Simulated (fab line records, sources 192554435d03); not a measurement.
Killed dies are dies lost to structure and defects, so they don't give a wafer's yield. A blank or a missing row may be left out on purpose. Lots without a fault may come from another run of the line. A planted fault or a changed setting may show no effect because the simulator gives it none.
One fault seen from 3 desks | flow n5_finfet | each desk has only its own numbers; what lay behind them comes last
Where a reading is given only as a bound, like >300, the bound stands for it, and a mean or a difference that rests on one is marked > or <: the true number lies beyond.

THE DEFECT DESK
What the inspections along the route counted, lot by lot: means of the sampled wafers that have a number. A lot is out of limits, marked OUT, if its mean lies more than 4 standard deviations from the usual mean; the brackets give that distance.
Columns: A = raw_defect_count at N5_SD_EPI_N_INSPECT_26, usual 187; B = raw_defect_count at N5_SD_EPI_P_INSPECT_11, usual 2.1; C = raw_defect_count at N5_SD_EPI_P_INSPECT_26, usual 159
lot  | first seen here | A              | B                      | C
L107 | day 3 05:25     | 219            | 2.7                    | 210
L108 | day 3 15:56     | 142            | 2.7                    | 113
L109 | day 3 16:48     | 207            | 1.3                    | 173
L111 | day 4 06:00     | 164            | 2.3                    | 150
L117 | day 5 19:07     | 165            | 2.7                    | 124
L118 | day 6 01:52     | 209            | 0.3                    | 150
L123 | day 7 04:28     | 1039 (+21) OUT | >300 (+99 or more) OUT | 1007 (+26) OUT
L124 | day 7 11:14     | 991 (+20) OUT  | >300 (+99 or more) OUT | 952 (+24) OUT
This desk's finding: out of limits on L123, L124; first on L123, day 7 04:28 (raw_defect_count at N5_SD_EPI_N_INSPECT_26). In limits: L107, L108, L109, L111, L117, L118.

THE METROLOGY DESK
What the gauges read, lot by lot, whatever tool the lot ran on: means of the sampled wafers that have a number. A lot is out of limits, marked OUT, if its mean lies more than 4 standard deviations from the usual mean; the brackets give that distance. Of its 11 readings 7 are shown: those that lie furthest out on some lot.
Columns: A = cd_nm at N5_DUMMY_GATE_CD_MEAS_24, usual 15.00 nm; B = IOFF_N at N5_BEOL_M4_RC_MEAS_101, usual 0.155 nA/um; C = IOFF_P at N5_BEOL_M4_RC_MEAS_101, usual 0.211 nA/um; D = ION_N at N5_BEOL_M4_RC_MEAS_101, usual 672 uA/um; E = ION_P at N5_BEOL_M4_RC_MEAS_101, usual 462 uA/um; F = VT_N at N5_BEOL_M4_RC_MEAS_101, usual 249.9 mV; G = VT_P at N5_BEOL_M4_RC_MEAS_101, usual -249.8 mV
lot  | first seen here | A     | B     | C     | D   | E   | F     | G
L107 | day 2 23:19     | 14.69 | 0.149 | 0.210 | 671 | 458 | 251.4 | -251.1
L108 | day 3 04:19     | 15.00 | 0.176 | 0.225 | 674 | 461 | 247.7 | -249.3
L109 | day 3 10:43     | 15.11 | 0.146 | 0.175 | 670 | 454 | 249.8 | -253.2
L111 | day 3 23:56     | 15.04 | 0.158 | 0.238 | 672 | 469 | 249.2 | -246.7
L117 | day 5 12:59     | 14.99 | 0.152 | 0.213 | 675 | 465 | 249.3 | -249.5
L118 | day 5 19:59     | 14.97 | 0.156 | 0.190 | 664 | 451 | 251.6 | -251.7
L123 | day 6 23:11     | 15.35 | 0.141 | 0.200 | 664 | 459 | 252.7 | -251.1
L124 | day 7 05:55     | 14.87 | 0.168 | 0.226 | 688 | 471 | 246.1 | -247.6
This desk's finding: nothing out of limits on any of the 8 lots.

THE TOOL OWNER'S DESK: plasma_asher-01
The tool's own readings at N5_SD_EPI_N_STRIP_38 (strips in N2/H2): means of the sampled wafers that have a number, for each lot that ran on this tool. A lot is out of limits, marked OUT, if its mean lies more than 4 standard deviations from the usual mean; the brackets give that distance.
Columns: A = drypump_motor_current_A at N5_SD_EPI_N_STRIP_38, usual 5.9 A; B = heater_power_w at N5_SD_EPI_N_STRIP_38, usual 308 W; C = oes_product_au at N5_SD_EPI_N_STRIP_38, usual 0.762 a.u.
lot  | first seen here | A   | B   | C
L111 | day 4 02:07     | 6.0 | 291 | 0.770
L117 | day 5 15:14     | 6.0 | 288 | 0.766
L118 | day 5 22:14     | 6.0 | 293 | 0.757
L123 | day 7 01:18     | 6.0 | 291 | 0.758
L124 | day 7 08:02     | 6.1 | 292 | 0.766
This desk's finding: nothing out of limits on any of the 5 lots.

PUT TOGETHER
The defect desk could have raised an alarm at day 7 04:28, on L123, L124.
The metrology desk saw nothing out of limits.
The tool owner's desk saw nothing out of limits.
The metrology desk has L123, L124 on record, within its limits.
The tool owner's desk has L123, L124 on record, within its limits.
Of the lots named, all ran N5_SD_EPI_N_STRIP_38 on plasma_asher-01.

WHAT THE SIMULATOR HAD PUT IN
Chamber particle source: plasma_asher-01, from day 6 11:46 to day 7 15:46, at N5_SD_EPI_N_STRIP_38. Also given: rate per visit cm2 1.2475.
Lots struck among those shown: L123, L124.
Hours from the fault's start to each desk's first reading out of limits: the defect desk, 17.
